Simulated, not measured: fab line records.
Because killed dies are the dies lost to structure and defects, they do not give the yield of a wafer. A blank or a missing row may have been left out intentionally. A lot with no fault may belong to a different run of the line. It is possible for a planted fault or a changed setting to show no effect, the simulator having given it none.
Comparing a struck lot with a sound one / flow n5_finfet / 38 steps out of a route of 1938
Sound: the wafers L782.1, L782.2, L782.3. Wafers struck: L781.2, L781.5. At the end, the cause is stated.
Per side, at each step with rows, come the tool, then ch with its chambers, and then its first start. Under that, the readings that differ: sound wafers / struck wafers / difference of the means / sigmas: that difference in standard deviations of wafers without a fault.
alike: readings with means less than 2 such deviations apart, plus words and numbers identical on both sides. not compared: withheld readings, readings lacking a value on some wafer, bounds such as >300 that could conceal the same value, and numbers that have no deviation in the record and whose values overlap.
The two part at a step that has a row with sigmas, a row that says differs or no value, or rows on one side only. When numbers do not overlap yet have no deviation, they are printed without sigmas and do not part them. Lack of a reading on every wafer of one side parts them only where that side has two or more wafers.

first, 9 steps without rows for these wafers: N5_BEOL_M4_ANNEAL_95 (time 240 s); N5_BEOL_M4_SPUTTER_96 (material Cu, target thk 4.5 nm, time 8.29 s); N5_BEOL_M4_ECD_50 (material Cu, target thk 300 nm); N5_BEOL_M4_ANNEAL_51 (time 90 s); N5_BEOL_M4_CMP_52 (polishes, stops on SiOC, t overpolish 6.8 s, target thk 40 nm); N5_BEOL_M4_PRE_CLEAN_60 (time 15 s); N5_BEOL_M4_CO_CAP_55 (material Co, precursor CCTBA/H2, target thk 2 nm, time 102.1 s); N5_BEOL_M4_PRE_CLEAN_56 (time 15 s); N5_BEOL_M4_DEP_57 (deposits SiCN from 3MS/NH3, target thk 8 nm, time 14 s).
N5_BEOL_M4_RC_MEAS_101:
  sound on prober-01 ch 0, day 13 22:36; struck on prober-01 ch 0, day 12 22:47
  alike: DIBL_N, DIBL_P, IOFF_N, IOFF_P, ION_N, ION_P, SS_N, SS_P, VT_N, VT_P
then, 24 steps without rows for these wafers: N5_BEOL_M5_ILD_DEP_00 (deposits SiCOH lowk from DEMS/porogen, target thk 140.64 nm, time 25.9 s); N5_BEOL_M5_CURE_79 (cures SiCOH lowk, time 240 s); N5_BEOL_M5_PECVD_70 (deposits SiO2 from TEOS/O2, target thk 16 nm, time 18 s); N5_BEOL_M5_HM_DEP_02 (deposits TiN, target thk 20 nm); N5_BEOL_M5_COAT_59 (time 60 s, resist thk 60 nm); N5_BEOL_M5_COAT_60 (time 60 s, resist thk 12 nm); N5_BEOL_M5_COAT_71 (time 60 s, resist thk 5 nm); N5_BEOL_M5_COAT_05 (resist thk 30 nm); N5_BEOL_M5_EBR_07; N5_BEOL_M5_SOFTBAKE_06 (time 60 s); N5_BEOL_M5_EXPOSE_08 (exposes mask M5, target cd 28 nm); N5_BEOL_M5_PEB_09 (peb time 60 s); N5_BEOL_M5_DEVELOP_10 (develop time 30 s); N5_BEOL_M5_DESCUM_16 (chemistry O2, time 7 s); N5_BEOL_M5_ETCH_72 (etches underlayer in N2/H2, target depth 6.5 nm, time 5.2 s); N5_BEOL_M5_ETCH_61 (etches SiARC in CF4, target depth 15.6 nm, time 26 s); N5_BEOL_M5_ETCH_62 (etches SOC in N2/H2, target depth 75 nm, overetch 15 nm, time 112.5 s); N5_BEOL_M5_STRIP_63 (strips in N2/H2); N5_BEOL_M5_STRIP_73 (strips in N2/H2); N5_BEOL_M5_STRIP_64 (strips in CF4); N5_BEOL_M5_HM_OPEN_17 (chemistry Cl2/BCl3, target TiN, target depth 20 nm, overetch 6 nm); N5_BEOL_M5_STRIP_19 (strips in O2); N5_BEOL_M5_COAT_65 (time 60 s, resist thk 60 nm); N5_BEOL_M5_COAT_66 (time 60 s, resist thk 12 nm).
-- the record jumps here: 2 days lie between the struck wafers' starts before and after (it left off in module BEOL_M5 and takes up again in module BEOL_M10, whose first step shown is number 1470 of the route) --
N5_BEOL_M10_ILD_DEP_00: deposits SiCOH lowk from DEMS/porogen, target thk 308.51 nm, time 58 s.
  sound on pecvd-03 ch 0,1,2, day 16 12:37; struck on pecvd-01 ch 2, day 14 23:06
reading=run_length_s (s); sound=100.0 102.6 101.2; struck=135.9 136.7; difference=+35.0; sigmas=+49
reading=model.SiCOH_lowk_of_BEOL_M10_ILD_DEP_00.thk_nm (nm); sound=306.8 309.6 307.2; struck=489 496.6; difference=+185; sigmas=
  alike: heater_power_w, showerhead_plenum_p_Torr, throttle_valve_pct
  not compared: since_wet_clean_h
N5_BEOL_M10_THK_MEAS_01:
  sound on film_metro-02 at day 16 13:41; struck on film_metro-02 at day 14 23:41
reading=M10_ILD_THK (nm); sound=266 269 267; struck=429 436; difference=+165; sigmas=+42
N5_BEOL_M10_CMP_52: polishes, stops on SiCOH lowk, t overpolish 7 s, target thk 140 nm.
  sound on cmp-04 ch 1,2,3, day 16 19:32; struck on cmp-04 ch 1,2, day 15 05:38
reading=model.SiCOH_lowk_of_BEOL_M10_ILD_DEP_00.thk_nm (nm); sound=263.4 266 263.8; struck=426.2 433; difference=+165.2; sigmas=
  alike: edge_zone_pressure_frac, motor_current_A
N5_PASSIVATION_PROBE_49:
  sound on prober-02 at day 19 02:23; struck on prober-01 at day 17 03:43
reading=defect_limited_yield (%); sound=91.6 90.5 91.4; struck=0 0; difference=-91; sigmas=-65
reading=killed_at_M4_up; sound=23 17 17; struck=1060 1088; difference=+1055; sigmas=+99 or more
reading=killed_at_contacts; sound=7 9 10; struck=29 14; difference=+13; sigmas=+2
reading=killed_dies; sound=99 112 102; struck=1180 1180; difference=+1076; sigmas=+67
reading=killed_on_rim; sound=11 15 15; struck=152 152; difference=+138; sigmas=+31
reading=sort_bin_5_function (%); sound=4.9 5.8 4.9; struck=95.9 96.8; difference=+91.1; sigmas=+99 or more
reading=sort_n_pass; sound=1081 1068 1078; struck=0 0; difference=-1076; sigmas=-67
reading=sort_yield_pct (%); sound=91.6 90.5 91.4; struck=0 0; difference=-91; sigmas=-65
  alike: killed_at_M0_to_M3, killed_at_front_end, killed_at_other, killed_open, killed_short, sort_bin_6_memory

== WHERE THEY PART ==
First at N5_BEOL_M10_ILD_DEP_00; last, within this record, at N5_PASSIVATION_PROBE_49.

WHY: the cause the simulator had injected
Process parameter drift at N5_BEOL_M10_ILD_DEP_00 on pecvd-01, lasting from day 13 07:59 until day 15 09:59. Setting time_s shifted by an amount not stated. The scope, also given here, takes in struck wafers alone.
